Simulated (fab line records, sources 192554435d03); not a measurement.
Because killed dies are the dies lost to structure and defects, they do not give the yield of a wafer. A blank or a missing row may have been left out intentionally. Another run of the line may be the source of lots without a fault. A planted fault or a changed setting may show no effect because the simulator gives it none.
fab line records ; flow n5_finfet
[record] lots = 6; wafers = 18; last_day = 17
route steps=1938 shown TV_LITHO@1876 TV_OPEN@1887 PASSIVATION@1936
lots that met no fault: from a run of the same line without faults
start_h: hours from the record's first day to the start of the lot's first wafer shown ; wait_h: how many hours have passed since the lot's step before this one ; " the same as in the row above ; L1.1+2: a single row standing in for several wafers ; - either no value or no given start ; * or withheld: withheld ; < > ~ a bound
route shown NAME@n: names a module that has steps shown in the file, with the first one's number in the route ; usual: mean/standard deviation taken from wafers without a fault ; same: alike in all rows ; chamber/n: place in a boat ; sites: the reading at each site ; _std_site: the values' standard deviation ; _edge_site: outer sites' mean less inner sites' ; radius_mm: for every site, how far away it sits from the centre of the wafer ; mask NAME#n: copy n ; behind: the most recent tool/chamber to have shaped the wafer ; hold: what put the lot on hold/how long, in hours/how the hold closed ; device: the transistor (n, p or np) that didn't switch ; end of line: the tests these same wafers got at the end of their route ; where a step has no rows: the recipe by itself ; killed: the dies lost at the first sort to structure and to defects; this is not the yield of the wafer ; map: per-die view of a wafer (x killed, . not killed, _ where there is no die)
set.NAME: the setting as run; set.NAME@STEP: as run at that earlier step ; model.NAME: the simulator's own value behind a step, which no gauge read
lots at some steps of the route; a table a step, a row a wafer
services: the hour from which a tool's chamber was out of use, counted from the record's first day as start_h (under 0 if before that day), plus the number of hours and why
[[steps]]
[step N5_PASSIVATION_COAT_04]
[recipe] spin_rpm = *; resist_thk_nm = *
[step N5_PASSIVATION_EBR_06]
[recipe] solvent = PGMEA; ebr_width_mm = 1.5
[step N5_PASSIVATION_SOFTBAKE_05]
[recipe] temp_c = 100; time_s = 90
[step N5_PASSIVATION_EXPOSE_07]
[recipe] mask_id = TV; na = 0.55; source_shape = conventional; sigma_outer = 0.8; polarization = unpolarized; defocus_nm = 0; target_cd_nm = 3000; dose_mj = 22.75
[step N5_PASSIVATION_PEB_08]
[recipe] peb_temp_c = withheld; peb_time_s = *
[step N5_PASSIVATION_DEVELOP_09]
[recipe] develop_time_s = 60; rinse_liquid = diw; dry = air_spin; dev_temp_c = 21
[step N5_PASSIVATION_HARDBAKE_11]
[recipe] temp_c = 130; time_s = 120
[step N5_PASSIVATION_CD_MEAS_10]
[recipe] target_cd_nm = 3000; landing_energy_ev = 500; detector = se_inlens
[usual] cd_nm = 2999.9/1.7
lot.wafer;tool;chamber;start_h;wait_h;cd_nm
L904.2;cd_sem-03;0;287.06;-;3000.0
L904.4;cd_sem-03;0;287.06;-;3001.8
L904.6;cd_sem-03;0;287.06;-;3002.1
L909.3;cd_sem-01;0;324.79;-;3001.6
L909.5;cd_sem-01;0;324.79;-;3000.5
L909.6;cd_sem-01;0;324.79;-;2999.7
L912.1;cd_sem-03;0;325.76;-;3000.6
L912.4;cd_sem-03;0;325.76;-;3000.3
L912.6;cd_sem-03;0;325.76;-;3001.1
L911.1;cd_sem-02;0;328.92;-;3000.3
L911.5;cd_sem-02;0;328.92;-;2998.4
L911.6;cd_sem-02;0;328.92;-;2999.0
L919.1;cd_sem-03;0;395.67;-;2999.3
L919.2;cd_sem-03;0;395.67;-;2999.8
L919.5;cd_sem-03;0;395.67;-;3001.5
L921.3;cd_sem-01;0;397.75;-;3002.4
L921.5;cd_sem-01;0;397.75;-;3002.3
L921.6;cd_sem-01;0;397.75;-;3001.4
[step N5_PASSIVATION_OVL_MEAS_60]
[recipe] points_per_wafer = 44
[usual] TV_OVL = 5/5.2
[same] points_per_wafer = 44
lot.wafer;tool;chamber;start_h;wait_h;TV_OVL[nm]
L904.2;overlay-01;0;287.09;0.0;-2
L904.4;overlay-01;0;287.09;0.0;3
L904.6;overlay-01;0;287.09;0.0;0
L909.3;overlay-01;0;324.82;0.0;-1
L909.5;overlay-01;0;324.82;0.0;9
L909.6;overlay-01;0;324.82;0.0;6
L912.1;overlay-02;0;325.79;0.0;-5
L912.4;overlay-02;0;325.79;0.0;-9
L912.6;overlay-02;0;325.79;0.0;-2
L911.1;overlay-02;0;328.96;0.0;6
L911.5;overlay-02;0;328.96;0.0;5
L911.6;overlay-02;0;328.96;0.0;6
L919.1;overlay-02;0;395.70;0.0;5
L919.2;overlay-02;0;395.70;0.0;8
L919.5;overlay-02;0;395.70;0.0;6
L921.3;overlay-02;0;397.77;0.0;5
L921.5;overlay-02;0;397.77;0.0;2
L921.6;overlay-02;0;397.77;0.0;2
[step N5_PASSIVATION_INSPECT_61]
[recipe] mode = adi; inspect_instrument = macro
[usual] raw_defect_count = 1.9/1.3
lot.wafer;tool;chamber;start_h;wait_h;raw_defect_count
L904.2;defect_inspect-02;-;287.12;0.0;4
L904.4;defect_inspect-02;-;287.12;0.0;0
L904.6;defect_inspect-02;-;287.12;0.0;1
L909.3;defect_inspect-02;-;324.84;0.0;2
L909.5;defect_inspect-02;-;324.84;0.0;2
L909.6;defect_inspect-02;-;324.84;0.0;4
L912.1;defect_inspect-01;-;325.82;0.0;2
L912.4;defect_inspect-01;-;325.82;0.0;0
L912.6;defect_inspect-01;-;325.82;0.0;2
L911.1;defect_inspect-01;-;328.98;0.0;1
L911.5;defect_inspect-01;-;328.98;0.0;0
L911.6;defect_inspect-01;-;328.98;0.0;0
L919.1;defect_inspect-01;-;395.72;0.0;1
L919.2;defect_inspect-01;-;395.72;0.0;1
L919.5;defect_inspect-01;-;395.72;0.0;1
L921.3;defect_inspect-01;-;397.80;0.0;1
L921.5;defect_inspect-01;-;397.80;0.0;2
L921.6;defect_inspect-01;-;397.80;0.0;3
[step N5_PASSIVATION_DESCUM_12]
[recipe] chemistry = O2; time_s = 7.9; source_power_w = 50; bias_power_w = 20; pressure_mtorr = 20; rf_frequency_hz = 2.712e+07; temp_c = 40; o2_flow_sccm = 225
[usual] chamber_pressure_mTorr = 20.000/0.016; drypump_motor_current_A = 5.7/0.4; oes_product_au = 0.80/0.078; rf_vpp_V = 243.1/1.1; showerhead_plenum_p_Torr = 2.09/0.042; throttle_valve_pct = 20.40/0.29
lot.wafer;tool;chamber;start_h;wait_h;chamber_pressure_mTorr;drypump_motor_current_A;oes_product_au;rf_hours_counter_h;rf_vpp_V;showerhead_plenum_p_Torr;throttle_valve_pct
L904.2;rie_diel-01;0;287.30;0.2;20.011;5.6;0.73;173;244.1;2.09;20.48
L904.4;rie_diel-01;3;287.30;0.2;19.962;5.1;0.90;32;244.0;2.13;20.12
L904.6;rie_diel-01;1;287.30;0.2;19.991;5.7;0.80;-;245.2;2.11;20.45
L909.3;rie_diel-01;2;324.95;0.1;20.010;5.7;0.79;106;244.0;2.03;20.21
L909.5;rie_diel-01;2;324.95;0.1;20.006;5.7;0.78;-;241.8;2.03;20.19
L909.6;rie_diel-01;3;324.95;0.1;20.002;5.1;0.89;-;245.8;2.12;20.13
L912.1;rie_diel-03;2;326.01;0.2;19.957;5.5;0.71;184;244.6;2.08;20.41
L912.4;rie_diel-03;3;326.01;0.2;20.018;6.2;0.82;88;244.4;2.12;20.40
L912.6;rie_diel-03;3;326.01;0.2;20.000;6.2;0.82;-;243.1;2.12;20.38
L911.1;rie_diel-01;0;329.01;0.0;19.976;5.6;0.72;187;243.4;2.09;20.51
L911.5;rie_diel-01;2;329.01;0.0;20.001;5.7;0.78;-;241.7;2.03;20.20
L911.6;rie_diel-01;1;329.01;0.0;20.012;5.7;0.80;-;243.7;2.11;20.47
L919.1;rie_diel-05;2;395.76;0.0;19.986;5.0;0.83;80;243.9;2.12;19.92
L919.2;rie_diel-05;1;395.76;0.0;19.996;6.2;0.75;152;243.3;2.10;20.85
L919.5;rie_diel-05;0;395.76;0.0;20.025;5.7;0.90;-;242.9;2.06;20.49
L921.3;rie_diel-03;1;397.83;0.0;19.982;6.1;0.69;229;243.6;2.16;20.52
L921.5;rie_diel-03;0;397.83;0.0;20.003;6.2;0.73;-;243.4;1.99;20.23
L921.6;rie_diel-03;3;397.83;0.0;20.012;6.2;0.80;-;244.2;2.12;20.42
[step N5_PASSIVATION_PASS_ETCH_74]
[recipe] chemistry = CF4/O2; target = SiNx; target_depth_a = 2200; time_s = 110; ion_energy_ev = 100; pressure_mtorr = 40; source_w = 535; bias_w = 49; Ar_flow_sccm = 100; cf4_flow_sccm = 100; O2_flow_sccm = 10
[usual] O2_flow_sccm = 10.00/0.031; chamber_pressure_mTorr = 40.00/0.039; drypump_motor_current_A = 5.7/0.41; oes_product_au = 0.80/0.079; rf_vpp_V = 239.7/2.7; showerhead_plenum_p_Torr = 2.20/0.042; throttle_valve_pct = 15.95/0.28
lot.wafer;tool;chamber;start_h;wait_h;O2_flow_sccm;chamber_pressure_mTorr;drypump_motor_current_A;oes_product_au;rf_hours_counter_h;rf_vpp_V;showerhead_plenum_p_Torr;throttle_valve_pct
L904.2;rie_diel-01;0;287.36;0.0;9.98;39.99;5.6;0.74;173;238.7;2.20;16.03
L904.4;rie_diel-01;3;287.36;0.0;10.03;40.00;5.1;0.92;32;239.9;2.24;15.69
L904.6;rie_diel-01;1;287.36;0.0;9.98;39.97;5.7;0.80;-;245.5;2.22;15.96
L909.3;rie_diel-01;2;325.01;0.0;10.02;39.94;5.7;0.78;106;241.1;2.14;15.78
L909.5;rie_diel-01;2;325.01;0.0;10.00;39.94;5.7;0.78;-;242.2;2.14;15.80
L909.6;rie_diel-01;3;325.01;0.0;10.02;39.98;5.2;0.89;-;240.4;2.24;15.70
L912.1;rie_diel-03;2;326.08;0.0;9.97;40.05;5.5;0.72;184;239.0;2.20;16.02
L912.4;rie_diel-03;3;326.08;0.0;10.01;40.02;6.3;0.83;88;240.7;2.22;15.87
L912.6;rie_diel-03;3;326.08;0.0;10.03;39.99;6.2;0.82;-;241.8;2.22;15.86
L911.1;rie_diel-01;0;329.08;0.0;10.01;40.02;5.6;0.73;187;238.3;2.19;16.05
L911.5;rie_diel-01;2;329.08;0.0;10.02;40.03;5.7;0.78;-;242.2;2.14;15.79
L911.6;rie_diel-01;1;329.08;0.0;10.00;39.98;5.7;0.78;-;242.4;2.22;15.99
L919.1;rie_diel-05;2;395.82;0.0;10.00;40.01;5.0;0.83;80;235.3;2.23;15.50
L919.2;rie_diel-05;1;395.82;0.0;9.98;40.09;6.2;0.75;152;239.7;2.21;16.35
L919.5;rie_diel-05;0;395.82;0.0;10.02;39.94;5.7;0.89;-;236.1;2.16;15.97
L921.3;rie_diel-03;1;397.90;0.0;10.04;40.03;6.2;0.68;229;242.2;2.27;16.09
L921.5;rie_diel-03;0;397.90;0.0;9.95;40.01;6.2;0.73;-;240.2;2.11;15.88
L921.6;rie_diel-03;3;397.90;0.0;10.01;40.02;6.3;0.80;-;238.2;2.21;15.91
[step N5_PASSIVATION_VIA_ETCH_13]
[recipe] chemistry = CHF3/O2; target = SiO2; target_depth_a = 6600; CHF3_flow_sccm = 50; O2_flow_sccm = 5; Ar_flow_sccm = 200; time_s = 330; mask_material = PR; pressure_mtorr = 30; source_w = 650; bias_w = 170; ion_energy_ev = 200; ends = cleared
[usual] O2_flow_sccm = 5.000/0.014; chamber_pressure_mTorr = 29.996/0.028; drypump_motor_current_A = 5.7/0.4; etch_rf_on_time_s = 235/4.2; oes_product_au = 0.72/0.07; rf_vpp_V = 522/5.2; showerhead_plenum_p_Torr = 2.40/0.049; throttle_valve_pct = 18.84/0.28
lot.wafer;tool;chamber;start_h;wait_h;O2_flow_sccm;chamber_pressure_mTorr;drypump_motor_current_A;etch_rf_on_time_s;oes_product_au;rf_hours_counter_h;rf_vpp_V;showerhead_plenum_p_Torr;throttle_valve_pct
L904.2;rie_diel-01;0;287.46;0.0;4.988;29.928;5.6;229;0.67;173;520;2.41;18.94
L904.4;rie_diel-01;3;287.46;0.0;4.993;30.022;5.1;230;0.82;32;523;2.46;18.62
L904.6;rie_diel-01;1;287.46;0.0;5.010;29.978;5.7;232;0.73;-;533;2.43;18.87
L909.3;rie_diel-01;2;325.10;0.0;4.998;29.984;5.7;141;0.98;106;526;2.33;18.67
L909.5;rie_diel-01;2;325.10;0.0;4.986;29.997;5.7;142;0.99;-;527;2.33;18.67
L909.6;rie_diel-01;3;325.10;0.0;4.995;29.977;5.2;234;0.81;-;524;2.45;18.64
L912.1;rie_diel-03;2;326.17;0.0;5.003;29.992;5.4;235;0.64;184;523;2.40;18.90
L912.4;rie_diel-03;3;326.17;0.0;5.001;30.012;6.2;239;0.74;88;521;2.43;18.76
L912.6;rie_diel-03;3;326.17;0.0;4.984;29.967;6.2;236;0.75;-;522;2.43;18.76
L911.1;rie_diel-01;0;329.17;0.0;5.017;29.991;5.6;233;0.65;187;520;2.40;18.96
L911.5;rie_diel-01;2;329.17;0.0;4.963;30.032;5.7;142;0.98;-;527;2.33;18.68
L911.6;rie_diel-01;1;329.17;0.0;5.011;29.993;5.7;238;0.71;-;532;2.42;18.89
L919.1;rie_diel-05;2;395.91;0.0;4.997;29.985;5.0;233;0.74;80;512;2.44;18.42
L919.2;rie_diel-05;1;395.91;0.0;5.007;29.965;6.2;239;0.68;152;524;2.41;19.24
L919.5;rie_diel-05;0;395.91;0.0;5.007;29.969;5.7;240;0.81;-;515;2.36;18.88
L921.3;rie_diel-03;1;397.99;0.0;5.012;30.033;6.1;239;0.61;229;529;2.48;18.96
L921.5;rie_diel-03;0;397.99;0.0;5.013;29.965;6.2;240;0.66;-;519;2.30;18.71
L921.6;rie_diel-03;3;397.99;0.0;4.991;29.975;6.2;238;0.72;-;522;2.42;18.81
[step N5_PASSIVATION_STRIP_14]
[recipe] chemistry = O2; power_w = 600; temp_c = 60; pressure_mtorr = 30; rf_frequency_hz = 6e+07; bias_power_w = 0; overash_fraction = 0.5; o2_flow_sccm = 225
[usual] chamber_pressure_mTorr = 30.00/0.058; drypump_motor_current_A = 5.7/0.41; oes_product_au = 0.80/0.078; rf_vpp_V = 3.7/0.98; showerhead_plenum_p_Torr = 2.09/0.042; throttle_valve_pct = 16.64/0.29
lot.wafer;tool;chamber;start_h;wait_h;chamber_pressure_mTorr;drypump_motor_current_A;oes_product_au;rf_hours_counter_h;rf_vpp_V;showerhead_plenum_p_Torr;throttle_valve_pct
L904.2;rie_diel-01;0;287.65;0.1;29.77;5.6;0.73;173;2.1;2.09;16.75
L904.4;rie_diel-01;3;287.65;0.1;30.09;5.1;0.90;33;3.0;2.13;16.33
L904.6;rie_diel-01;1;287.65;0.1;29.98;5.7;0.81;-;3.5;2.12;16.69
L909.3;rie_diel-01;2;325.30;0.1;30.03;5.7;0.78;106;2.9;2.03;16.44
L909.5;rie_diel-01;2;325.30;0.1;29.92;5.7;0.79;-;5.5;2.03;16.48
L909.6;rie_diel-01;3;325.30;0.1;30.02;5.2;0.88;-;4.2;2.13;16.36
L912.1;rie_diel-03;2;326.37;0.1;29.97;5.5;0.72;184;3.8;2.08;16.67
L912.4;rie_diel-03;3;326.37;0.1;29.98;6.2;0.83;89;4.4;2.13;16.62
L912.6;rie_diel-03;3;326.37;0.1;30.06;6.2;0.83;-;4.4;2.13;16.62
L911.1;rie_diel-01;0;329.37;0.1;30.07;5.6;0.72;187;4.3;2.09;16.75
L911.5;rie_diel-01;2;329.37;0.1;30.04;5.7;0.79;-;4.1;2.03;16.47
L911.6;rie_diel-01;1;329.37;0.1;29.97;5.7;0.79;-;3.1;2.11;16.68
L919.1;rie_diel-05;2;396.11;0.1;29.98;5.0;0.83;80;2.5;2.13;16.19
L919.2;rie_diel-05;1;396.11;0.1;30.00;6.2;0.75;152;3.1;2.10;17.03
L919.5;rie_diel-05;0;396.11;0.1;30.05;5.7;0.89;-;2.2;2.06;16.70
L921.3;rie_diel-03;1;398.18;0.1;29.98;6.2;0.68;229;4.1;2.16;16.79
L921.5;rie_diel-03;0;398.18;0.1;29.98;6.2;0.72;-;3.2;2.00;16.55
L921.6;rie_diel-03;3;398.18;0.1;29.99;6.2;0.79;-;4.0;2.12;16.65
[step N5_PASSIVATION_PROBE_49]
[usual] defect_limited_yield = 91.3/1.3; killed_at_M0_to_M3 = 33/8.9; killed_at_M4_up = 15/5.4; killed_at_contacts = 13/5.8; killed_at_front_end = 39/9.9; killed_at_other = 3.2/2.9; killed_dies = 102/15; killed_open = 68/12; killed_short = 34/7.6; sort_bin_5_function = 5.1/0.89; sort_bin_6_memory = 3.2/0.63; sort_n_pass = 1078/15; sort_yield_pct = 91.3/1.3
[same] gross_dies = 1180; killed_at_back_side = 0; sort_bin_4_leakage[%] = 0; sort_bin_8_speed[%] = 0
lot.wafer;tool;chamber;start_h;wait_h;defect_limited_yield[%];killed_at_M0_to_M3;killed_at_M4_up;killed_at_contacts;killed_at_front_end;killed_at_other;killed_dies;killed_open;killed_short;sort_bin_5_function[%];sort_bin_6_memory[%];sort_n_pass;sort_yield_pct[%]
L912.1;prober-01;-;332.55;0.0;90.6;50;11;13;36;1;111;76;34;5.7;3.6;1069;90.6
L912.4;prober-01;-;332.70;0.2;92.8;37;10;5;33;0;85;59;25;4.0;2.9;1095;92.8
L912.6;prober-01;-;332.80;0.3;90.3;42;11;12;45;5;115;83;31;5.4;3.9;1065;90.3
L919.1;prober-01;-;402.48;0.0;90.7;42;13;18;27;10;110;73;37;5.5;3.6;1070;90.7
L919.2;prober-01;-;402.53;0.1;91.9;18;15;25;35;2;95;82;12;4.9;3.0;1085;91.9
L919.5;prober-01;-;402.68;0.2;92.2;23;8;20;38;3;92;64;28;4.7;3.0;1088;92.2
// killed by level:class
L912.1 BEOL_M3:geometric_particle:open=14 BEOL_M2:geometric_particle:open=10 FIN_SAQP:geometric_particle:short=8 MOL_CONTACT_COAG:geometric_particle:open=8 FIN_SAQP:geometric_particle:open=7 BEOL_M0_SAQP:geometric_particle:open=6 BEOL_M1:geometric_particle:open=6 BEOL_M4:geometric_particle:open=6
L912.4 BEOL_M1:geometric_particle:open=10 BEOL_M3:geometric_particle:open=9 FIN_SAQP:geometric_particle:open=7 STI_FIN_REVEAL:geometric_particle:open=6 FIN_SAQP:geometric_particle:short=5 GATE_CUT:geometric_particle:short=5 BEOL_M0_SAQP:geometric_particle:short=5 BEOL_M2:geometric_particle:open=5
L912.6 STI_FIN_REVEAL:geometric_particle:open=22 BEOL_M2:geometric_particle:open=13 FIN_SAQP:geometric_particle:open=10 MOL_CONTACT_COAG:geometric_particle:open=9 BEOL_M3:geometric_particle:open=9 BEOL_M0_SAQP:geometric_particle:open=8 BEOL_M0_SAQP:geometric_particle:short=6 PAD_METAL:geometric_particle:short=4
L919.1 MOL_CONTACT_COAG:geometric_particle:open=17 BEOL_M0_SAQP:geometric_particle:short=13 BEOL_M2:geometric_particle:open=10 STARTING-WAFER:geometric_particle:open=7 BEOL_M0_SAQP:geometric_particle:open=6 MIM_TOP_ETCH:geometric_particle:open=6 BEOL_M3:geometric_particle:open=6 GATE_CUT:geometric_particle:short=4
L919.2 MOL_CONTACT_COAG:geometric_particle:open=20 FIN_SAQP:geometric_particle:open=14 STI_FIN_REVEAL:geometric_particle:open=11 BEOL_M4:geometric_particle:open=9 BEOL_M2:geometric_particle:open=8 MOL_CONTACT_COAG:geometric_particle:short=5 DUMMY_GATE:geometric_particle:open=3 BEOL_M1:geometric_particle:open=3
L919.5 MOL_CONTACT_COAG:geometric_particle:open=15 FIN_SAQP:geometric_particle:open=9 BEOL_M3:geometric_particle:open=8 BEOL_M4:geometric_particle:open=6 FIN_SAQP:geometric_particle:short=5 STI_FIN_REVEAL:geometric_particle:open=5 MOL_CONTACT_COAG:geometric_particle:short=5 GATE_CUT:geometric_particle:short=4
[[services]]
tool;chamber;start_h;hours;kind
rie_diel-05;-;265.35;34.4;repair
rie_diel-03;1;349.49;7.0;repair
rie_diel-05;3;353.07;7.0;repair
[[key]]
[first_sign] step = N5_PASSIVATION_VIA_ETCH_13; reading = etch_rf_on_time_s; direction = down; sigmas = 22; usual = *; struck = *
[effect] step = N5_PASSIVATION_VIA_ETCH_13; reading = oes_product_au; direction = up; sigmas = 3.8; usual = 0.72; struck = 0.99
met_at N5_PASSIVATION_VIA_ETCH_13
struck_wafers L909.3,L909.5,L911.5
onset_between 287.46 325.10
[fault] kind = process_parameter_drift; tool = rie_diel-01; chamber = -; onset_h = 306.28; steps = N5_PASSIVATION_VIA_ETCH_13; channel = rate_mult; offset = 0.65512; shape = step; end_h = 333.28; scope = struck_wafers_only
